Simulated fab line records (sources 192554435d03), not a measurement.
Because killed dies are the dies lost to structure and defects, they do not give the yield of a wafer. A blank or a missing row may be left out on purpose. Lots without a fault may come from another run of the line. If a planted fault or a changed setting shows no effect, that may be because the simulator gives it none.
fab line records    flow n5_finfet
record: lots: 4  wafers: 12  last_day: 20
route steps=1938 shown SD_EPI_N@273 SD_EPI_P@295 BEOL_M4@1111 PASSIVATION@1936
lots with no fault: from the same line, run without faults
start_h: the number of hours between the record's first day and the start of the first shown wafer of the lot    wait_h: hours elapsed since this lot's preceding step    " identical to the entry in the row above    L1.1+2: one row covering several wafers at once    - no value, or no start was given    * or withheld: withheld    < > ~ a bound
route shown NAME@n: a module of which the file shows steps, and the number in the route of the first    usual: mean/standard deviation taken from wafers without a fault    same: alike in all rows    chamber/n: place in a boat    sites: each site's reading    _std_site: the standard deviation of these    _edge_site: the outer-site mean with the inner-site mean subtracted    radius_mm: for every site, how far away it sits from the centre of the wafer    mask NAME#n: copy n    behind: tool/chamber where the wafer was last shaped    hold: cause of the lot's hold/its duration in hours/its outcome    device: which transistor (n, p or np) failed to switch    end of line: the same wafers' tests at the end of the route    a step given without rows: its recipe and nothing more    killed: dies lost to structure and defects at the first sort, not the wafer's yield    map: a wafer's dies, x killed, . not, _ none there
set.NAME: the setting the step ran with; set.NAME@STEP: the setting that earlier step ran with    model.NAME: the simulator's own value behind a step, which no gauge read
certain route steps with their lots: each step a table, each wafer a row
== steps ==
step: N5_SD_EPI_N_DESCUM_14
recipe: chemistry: O2  time_s: 7.9  source_power_w: 50  bias_power_w: 20  pressure_mtorr: 20  rf_frequency_hz: 2.712e+07  temp_c: 40  resist: CAR-ArF-block  o2_flow_sccm: 225
step: N5_SD_EPI_N_ETCH_34
recipe: chemistry: CF4  target: SiARC  target_depth_a: 455  mask_material: CAR-ArF-block  time_s: 75.8  ion_energy_ev: 80  pressure_mtorr: 40  source_w: 545  bias_w: 36  Ar_flow_sccm: 100  cf4_flow_sccm: 100  ends: cleared
step: N5_SD_EPI_N_ETCH_35
recipe: chemistry: N2/H2  target: SOC  overetch_a: 1080  mask_material: SiARC  temp_c: 40  ion_energy_ev: 100  source_w: 3000  bias_w: 133  pressure_mtorr: 20  time_s: 486  n2_flow_sccm: 200  h2_flow_sccm: 200
step: N5_SD_EPI_N_STRIP_36
recipe: chemistry: N2/H2  temp_c: 40  n2_flow_sccm: 200  h2_flow_sccm: 200  rf_frequency_hz: 6e+07
step: N5_SD_EPI_N_ETCHBACK_44
recipe: chemistry: CH3F/O2  mode: anisotropic_etchback  target: SiNx  target_depth_a: 145  stop_on: SiO2  over_etch_frac: 0.3  ion_energy_ev: 120  pressure_mtorr: 30  source_w: 395  bias_w: 73  Ar_flow_sccm: 150  CH3F_flow_sccm: 30  O2_flow_sccm: 20
step: N5_SD_EPI_N_ETCH_45
recipe: chemistry: CH3F/O2  target: SiOCN  target_depth_a: 60  mask_material: SOC  ion_energy_ev: 60  bias_w: 29  pressure_mtorr: 15  source_w: 410  Ar_flow_sccm: 150  CH3F_flow_sccm: 30  O2_flow_sccm: 20
step: N5_SD_EPI_N_ETCH_16
recipe: chemistry: CHF3/O2  target: SiO2  target_depth_a: 50  mask_material: SOC  pressure_mtorr: 30  source_w: 650  bias_w: 170  Ar_flow_sccm: 200  CHF3_flow_sccm: 50  O2_flow_sccm: 5  ion_energy_ev: 200
step: N5_SD_EPI_N_STRIP_47
recipe: chemistry: CHF3/O2  resist: SiARC  rf_frequency_hz: 6e+07
step: N5_SD_EPI_N_SD_RECESS_17
recipe: chemistry: HBr/Cl2/O2  target_depth_a: 410  mask_material: SOC  time_s: 23.7  bt_time_s: 3  pressure_mtorr: 10  icp_w: 800  bias_w: 112  HBr_flow_sccm: 150  Cl2_flow_sccm: 80  O2_flow_sccm: 12
step: N5_SD_EPI_N_STRIP_38
recipe: chemistry: N2/H2  power_w: 1000  temp_c: 250  h2_frac: 0.65  overash_fraction: 0.3  pressure_mtorr: withheld  n2_flow_sccm: 1750  h2_flow_sccm: 3250
usual: drypump_motor_current_A: 5.9/0.58  heater_power_w: 308/17  oes_product_au: 0.762/0.011
lot.wafer  tool             chamber  start_h  wait_h  drypump_motor_current_A  heater_power_w  oes_product_au  rf_hours_counter_h
L113.1     plasma_asher-02  1        85.67    0.1     5.1                      324             0.751           43
L113.2     "                0        "        "       6.7                      327             0.751           43
L113.6     "                0        "        "       6.6                      324             0.759           -
L117.1     plasma_asher-01  0        111.21   0.1     6.0                      286             0.764           89
L117.2     "                1        "        "       6.0                      296             0.761           89
L117.3     "                1        "        "       6.0                      303             0.751           -
L123.1     plasma_asher-01  1        145.28   0.1     6.0                      299             0.769           95
L123.2     "                0        "        "       6.0                      297             0.771           95
L123.4     "                0        "        "       6.0                      289             0.774           -
L124.4     plasma_asher-01  0        152.06   0.1     6.0                      288             0.784           -
L124.5     "                0        "        "       6.0                      282             0.774           -
L124.6     "                1        "        "       6.0                      289             0.764           -
step: N5_SD_EPI_N_WET_ETCH_43
recipe: chemistry: dHF  dilution: withheld  time_s: 14  target: SiO2  target_depth_a: 15  temp_c: 25
step: N5_SD_EPI_N_STRIP_18
recipe: chemistry: SPM  time_s: 750  temp_c: 130  h2so4_h2o2_vol_ratio: 4
step: N5_SD_EPI_N_SRD_20
recipe: dry: ipa_marangoni  do_ppb: 5  time_s: 30  temp_c: 23  rinse_liquid: diw
step: N5_SD_EPI_N_PRECLEAN_48
recipe: chemistry: NF3:NH3  afs_cycles: 2  temp_c: 30  time_s: 20  sublimation_temp_c: 180  sublimation_time_s: 60  pressure_torr: 3  rf_power_w: 30
step: N5_SD_EPI_N_VAPOR_ETCH_50
recipe: chemistry: HCl  target: Si  temp_c: 775  time_s: 54  pressure_torr: 20  mode: isotropic
step: N5_SD_EPI_N_EPI_21
recipe: material: Si:P  dopant: P  temp_c: 680  pressure_torr: 255  time_s: 690
step: N5_SD_EPI_N_PRECLEAN_24
recipe: chemistry: O3/DIW  time_s: 60  temp_c: 22  o3_ppm: 10
step: N5_SD_EPI_N_SRD_25
recipe: time_s: 30  temp_c: 23  rinse_liquid: diw  dry: ipa_marangoni
step: N5_SD_EPI_N_PRECLEAN_49
recipe: chemistry: NF3:NH3  afs_cycles: 1  temp_c: 30  time_s: 20  sublimation_temp_c: 180  sublimation_time_s: 60  pressure_torr: 3  rf_power_w: 30
step: N5_SD_EPI_N_LINER_46
recipe: material: SiNx  target_thk_a: 30  temp_c: 400  ald_precursor_family: SiH2I2  ald_co_reactant: N2/H2-plasma  pressure_torr: 2
step: N5_SD_EPI_N_INSPECT_26
recipe: inspect_instrument: darkfield  mode: post_epi
usual: raw_defect_count: 187/41
lot.wafer  tool               chamber  start_h  wait_h  raw_defect_count
L113.1     defect_inspect-02  -        89.58    0.1     147
L113.2     "                  -        "        "       128
L113.6     "                  -        "        "       186
L117.1     defect_inspect-02  -        115.11   0.1     137
L117.2     "                  -        "        "       269
L117.3     "                  -        "        "       200
L123.1     defect_inspect-02  -        148.46   0.1     1071
L123.2     "                  -        "        "       991
L123.4     "                  -        "        "       977
L124.4     defect_inspect-02  -        155.24   0.2     1008
L124.5     "                  -        "        "       987
L124.6     "                  -        "        "       1027
step: N5_SD_EPI_P_COAT_34
recipe: resist: SOC  temp_c: 250  time_s: 60  spin_rpm: 1500  resist_thk_nm: 350
step: N5_SD_EPI_P_COAT_35
recipe: resist: SiARC  temp_c: 220  time_s: 60  spin_rpm: 1500  resist_thk_nm: 35
step: N5_SD_EPI_P_COAT_03
recipe: resist: CAR-ArF-block  spin_rpm: 1500  resist_thk_nm: 150
step: N5_SD_EPI_P_EBR_05
recipe: solvent: PGMEA  ebr_width_mm: 1.5
step: N5_SD_EPI_P_SOFTBAKE_04
recipe: temp_c: 110  time_s: 60  resist: CAR-ArF-block
step: N5_SD_EPI_P_EXPOSE_06
recipe: mask_id: SD_P_BLK  na: 1.35  source_shape: conventional  sigma_outer: 0.8  polarization: unpolarized  target_cd_nm: 240  dose_mj: 39.5
step: N5_SD_EPI_P_PEB_07
recipe: peb_temp_c: 110  peb_time_s: 60  resist: CAR-ArF-block
step: N5_SD_EPI_P_DEVELOP_08
recipe: develop_time_s: 30  developer: TMAH  resist: CAR-ArF-block  dev_temp_c: 23  rinse_liquid: diw  dry: air_spin
step: N5_SD_EPI_P_INSPECT_11
recipe: mode: adi  inspect_instrument: macro
usual: raw_defect_count: 2.1/1.5
lot.wafer  tool               chamber  start_h  wait_h  raw_defect_count
L113.1     defect_inspect-01  -        89.91    0.0     1
L113.2     "                  -        "        "       4
L113.6     "                  -        "        "       2
L117.1     defect_inspect-02  -        115.44   0.0     1
L117.2     "                  -        "        "       0
L117.3     "                  -        "        "       7
L123.1     defect_inspect-01  -        148.80   0.0     >300
L123.2     "                  -        "        "       >300
L123.4     "                  -        "        "       >300
L124.4     defect_inspect-01  -        155.69   0.0     >300
L124.5     "                  -        "        "       >300
L124.6     "                  -        "        "       >300
step: N5_SD_EPI_P_DESCUM_14
recipe: chemistry: O2  time_s: 7.9  source_power_w: 50  bias_power_w: 20  pressure_mtorr: 20  rf_frequency_hz: 2.712e+07  temp_c: 40  resist: CAR-ArF-block  o2_flow_sccm: 225
step: N5_SD_EPI_P_ETCH_36
recipe: chemistry: CF4  target: SiARC  target_depth_a: 455  mask_material: CAR-ArF-block  time_s: 75.8  ion_energy_ev: 80  pressure_mtorr: 40  source_w: 545  bias_w: 36  Ar_flow_sccm: 100  cf4_flow_sccm: 100  ends: cleared
step: N5_SD_EPI_P_ETCH_37
recipe: chemistry: N2/H2  target: SOC  overetch_a: 1080  mask_material: SiARC  temp_c: 40  ion_energy_ev: 100  source_w: 3000  bias_w: 133  pressure_mtorr: 20  time_s: 486  n2_flow_sccm: 200  h2_flow_sccm: 200  ends: end_point
step: N5_SD_EPI_P_STRIP_38
recipe: chemistry: N2/H2  temp_c: 40  n2_flow_sccm: 200  h2_flow_sccm: 200  rf_frequency_hz: 6e+07
step: N5_SD_EPI_P_ETCHBACK_46
recipe: chemistry: CH3F/O2  mode: anisotropic_etchback  target: SiNx  target_depth_a: 175  stop_on: SiO2  over_etch_frac: 0.3  ion_energy_ev: 120  pressure_mtorr: 30  source_w: 395  bias_w: 73  Ar_flow_sccm: 150  CH3F_flow_sccm: 30  O2_flow_sccm: 20
step: N5_SD_EPI_P_ETCH_47
recipe: chemistry: CH3F/O2  target: SiOCN  target_depth_a: 250  mask_material: SOC  ion_energy_ev: 60  bias_w: 29  pressure_mtorr: 30  source_w: 410  Ar_flow_sccm: 150  CH3F_flow_sccm: 30  O2_flow_sccm: 20
step: N5_SD_EPI_P_INSPECT_26
recipe: inspect_instrument: darkfield  mode: post_epi
usual: raw_defect_count: 159/33
lot.wafer  tool               chamber  start_h  wait_h  raw_defect_count
L113.1     defect_inspect-01  -        93.74    0.0     127
L113.2     "                  -        "        "       127
L113.6     "                  -        "        "       204
L117.1     defect_inspect-02  -        119.20   0.0     116
L117.2     "                  -        "        "       145
L117.3     "                  -        "        "       124
L123.1     defect_inspect-01  -        152.56   0.0     983
L123.2     "                  -        "        "       978
L123.4     "                  -        "        "       946
L124.4     defect_inspect-01  -        159.45   0.0     952
L124.5     "                  -        "        "       963
L124.6     "                  -        "        "       951
step: N5_BEOL_M4_RC_MEAS_101
usual: DIBL_N: 36.3/1.1  DIBL_P: 36.3/1.4  IOFF_N: 0.155/0.019  IOFF_P: 0.211/0.027  ION_N: 672/8.5  ION_P: 462/5.8  SS_N: 71.5/0.56  SS_P: 73.3/0.52  VT_N: 249.9/2.5  VT_P: -249.8/2.8
lot.wafer  tool       chamber  start_h  wait_h  DIBL_N[mV/V]  DIBL_P[mV/V]  IOFF_N[nA/um]  IOFF_P[nA/um]  ION_N[uA/um]  ION_P[uA/um]  SS_N[mV/dec]  SS_P[mV/dec]  VT_N[mV]  VT_P[mV]
L113.1     prober-01  0        256.89   0.0     34.6          33.0          0.116          0.163          660           453           70.9          72.6          253.1     -254.6
L113.2     "          0        "        "       38.5          37.7          0.177          0.217          671           459           71.1          74.3          247.6     -254.1
L113.6     "          0        "        "       36.9          36.7          0.152          0.209          665           456           71.6          73.0          250.0     -247.1
L117.1     prober-02  0        322.10   0.0     36.6          36.0          0.145          0.200          665           456           70.6          73.8          250.4     -251.5
L117.2     "          0        "        "       37.0          36.2          0.150          0.203          672           461           71.5          73.3          250.7     -250.7
L117.3     "          0        "        "       38.3          37.2          0.163          0.214          676           461           71.0          73.1          247.3     -252.3
L123.1     prober-01  0        351.28   0.0     34.7          36.1          0.133          0.200          662           465           71.6          72.9          254.5     -250.6
L123.2     "          0        "        "       36.5          37.6          0.151          0.209          661           458           72.0          73.4          251.8     -251.9
L123.4     "          0        "        "       34.4          35.6          0.121          0.182          649           455           71.0          72.5          253.4     -251.4
L124.4     prober-01  0        376.75   0.5     35.4          34.8          0.151          0.195          681           464           71.3          73.0          250.4     -250.3
L124.5     "          0        "        "       36.7          36.3          0.170          0.219          685           466           71.9          73.4          247.7     -248.3
L124.6     "          0        "        "       36.6          36.2          0.169          0.214          684           467           71.5          73.8          248.6     -247.7
step: N5_PASSIVATION_PROBE_49
usual: defect_limited_yield: 91.4/1.2  killed_at_M0_to_M3: 34/10  killed_at_M4_up: 14/5.1  killed_at_contacts: 12/6.4  killed_at_front_end: 38/9.3  killed_at_other: 4/3  killed_dies: 102/15  killed_open: 67/12  killed_short: 33/6.9  sort_bin_5_function: 5.0/0.86  sort_bin_6_memory: 3.2/0.58  sort_n_pass: 1078/15  sort_yield_pct: 91.4/1.2
same: gross_dies: 1180  killed_at_back_side: 0  sort_bin_4_leakage[%]: 0  sort_bin_8_speed[%]: 0
lot.wafer  tool       chamber  start_h  wait_h  defect_limited_yield[%]  killed_at_M0_to_M3  killed_at_M4_up  killed_at_contacts  killed_at_front_end  killed_at_other  killed_dies  killed_open  killed_short  sort_bin_5_function[%]  sort_bin_6_memory[%]  sort_n_pass  sort_yield_pct[%]
L123.1     prober-02  -        451.83   0.0     84.1                     39                  12               6                   125                  6                188          74           35            8.6                     4.6                   992          84.1
L123.2     prober-02  -        451.88   0.1     81.1                     23                  17               6                   164                  13               223          56           26            10.8                    4.5                   957          81.1
L123.4     prober-02  -        451.98   0.2     81.4                     21                  15               4                   171                  8                219          53           27            12.5                    2.9                   961          81.4
L124.4     prober-01  -        485.69   0.2     82.4                     21                  11               5                   170                  1                208          44           28            11.2                    3.2                   972          82.4
L124.5     prober-01  -        485.74   0.2     80.3                     35                  18               5                   170                  4                232          66           31            12.4                    3.2                   948          80.3
L124.6     prober-01  -        485.79   0.3     86.9                     18                  14               3                   114                  5                154          44           27            7.5                     3.4                   1026         86.9
killed by level:class
L123.1 SD_EPI_N:unspecified=79 STI_FIN_REVEAL:geometric_particle:open=22 BEOL_M0_SAQP:geometric_particle:short=10 BEOL_M3:geometric_particle:open=8 BEOL_M1:geometric_particle:open=7 FIN_SAQP:geometric_particle:short=6 MOL_CONTACT_COAG:geometric_particle:open=5 BEOL_M0_SAQP:geometric_particle:open=5
L123.2 SD_EPI_N:unspecified=139 STI_FIN_REVEAL:geometric_particle:open=7 BEOL_M4:geometric_particle:open=7 BEOL_M0_SAQP:geometric_particle:open=6 BEOL_M2:geometric_particle:open=6 MOL_CONTACT_COAG:geometric_particle:open=5 FIN_SAQP:geometric_particle:open=4 PAD_METAL:geometric_particle:short=4
L123.4 SD_EPI_N:unspecified=139 STI_FIN_REVEAL:geometric_particle:open=8 FIN_SAQP:geometric_particle:short=5 BEOL_M2:geometric_particle:open=5 BEOL_M3:geometric_particle:open=5 BEOL_M4:geometric_particle:open=5 STI_FIN_REVEAL:geometric_particle:short=4 MOL_CONTACT_COAG:geometric_particle:open=4
L124.4 SD_EPI_N:unspecified=135 FIN_SAQP:geometric_particle:short=8 BEOL_M0_SAQP:geometric_particle:short=7 DUMMY_GATE:geometric_particle:open=6 FIN_SAQP:geometric_particle:open=5 BEOL_M3:geometric_particle:open=5 BEOL_M4:geometric_particle:open=4 MOL_CONTACT_COAG:geometric_particle:open=4
L124.5 SD_EPI_N:unspecified=131 FIN_SAQP:geometric_particle:open=9 BEOL_M0_SAQP:geometric_particle:short=9 STI_FIN_REVEAL:geometric_particle:open=9 BEOL_M4:geometric_particle:open=9 BEOL_M0_SAQP:geometric_particle:open=8 BEOL_M2:geometric_particle:open=8 FIN_SAQP:geometric_particle:short=7
L124.6 SD_EPI_N:unspecified=81 BEOL_M4:geometric_particle:open=7 FIN_SAQP:geometric_particle:open=5 FIN_SAQP:geometric_particle:short=5 FIN_CUT:geometric_particle:short=4 BEOL_M2:geometric_particle:open=4 BEOL_M0_SAQP:geometric_particle:open=4 FIN_CUT:geometric_particle:open=3
map L123.2 (x killed, . not)
_________________........x...________________
______________..x....x.........._____________
___________........xx..........x...__________
__________.....x...................._________
________.....x........x.......xx......_______
_______...................x...x....xx..______
______...................xxxxx.x..x....._____
_____......x...........xxxxxxxxxx..x...x.____
____...................xxxxxxxxxxxxxx.....___
___.....x..x......x.x.xxxxxxxxxxxxx........__
___....x.....x........xxxxxxxxxxxxx.xx.....__
__x.....x.....x..xx..xxxxxxxxxxxxxxxxx....x._
__..........x.........xxxxxxxxxxxxxx.x......_
_........xx...x.x....xxxxxxxxxxxxxxxx........
_.................x...x.xxxxxxxxxxxx.........
_.................x....x..xxxxxxx.x..x..x....
_......................x.xxxxxxxxx.xx....x...
_........x....x.........x.xx..x......x.......
_.............x..x.....x..xx.................
_............................................
_...........x......x..........x..............
__.........................................._
__.............x...............x............_
___.......x........x..............x......x.__
___........................x...............__
____.....x.......x....x.........x.........___
_____....x...............................____
______..........x........x....x........._____
_______....x...xx..............x.......______
________.............................._______
__________x........x....x.......x..._________
___________...x....................__________
______________.............x..x._____________
_________________.....x......________________
map L124.5 (x killed, . not)
_________________...........x________________
______________.....x.........x.x_____________
___________.............x..........__________
__________.x.....x......x.......x..._________
________..x.....x..x..............x..._______
_______.x....x..........xx...........x.______
______...................xxxxx...x......_____
_____..x.............x..xxxxxxxx.....x...____
____.x..........x......xxxxxxxxxxx.x.x....___
___.x........x......xxxx.xxxxxxxxxxx....x..__
___.......xx.x........xxxxxxxxxxxxxx...x...__
__.x......x........xxxxxxxxxxxxxxxxxx......._
__.........x.........x.xxxxxxxxxxxxx......x._
_........x......x......xxxxxxxxxxx...........
_...............x......xxxxxxxxxxxxx.........
_.....x.........x........xxxxxxxxx.x.x.......
_...x.............x....x.xxxxxxx....x........
_.x..............x.........xx.x...xx...xx....
_.....................x........x..xx.......x.
_.............x....x.........xx..............
_........xx....x..................x.........x
__..........x.............x....x............_
__...........x.............................._
___...........................x.....x......__
___........x............x..x...............__
____x..x...x.....x.x.x.....x..............___
_____...........................xx.x.....____
______..x...xx..x......................._____
_______.....x...........x..............______
________......x.................x....._______
__________....x..........x.........._________
___________....x..x....x...........__________
______________.........x.......x_____________
_________________...x..x.....________________
== key ==
first_sign: step: N5_SD_EPI_N_INSPECT_26  reading: raw_defect_count  direction: up  sigmas: 20  usual: 187  struck: 1010
effect: step: N5_SD_EPI_P_INSPECT_11  reading: raw_defect_count  direction: up  sigmas: 99+  usual: 2.1  struck: >300
effect: step: N5_SD_EPI_P_INSPECT_26  reading: raw_defect_count  direction: up  sigmas: 25  usual: 159  struck: 962
effect: step: N5_PASSIVATION_PROBE_49  reading: killed_at_front_end  direction: up  sigmas: 12  usual: 38  struck: 152
more_kills_born_at: N5_SD_EPI_N_STRIP_38@plasma_asher-01: 704
met_at N5_SD_EPI_N_STRIP_38
struck_wafers L123.1,L123.2,L123.4,L124.4,L124.5,L124.6
onset_between 111.21 145.28
also_fits time
fault: kind: chamber_particle_source  tool: plasma_asher-01  chamber: -  onset_h: 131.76  steps: N5_SD_EPI_N_STRIP_38  rate_per_visit_cm2: 1.2475  end_h: 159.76
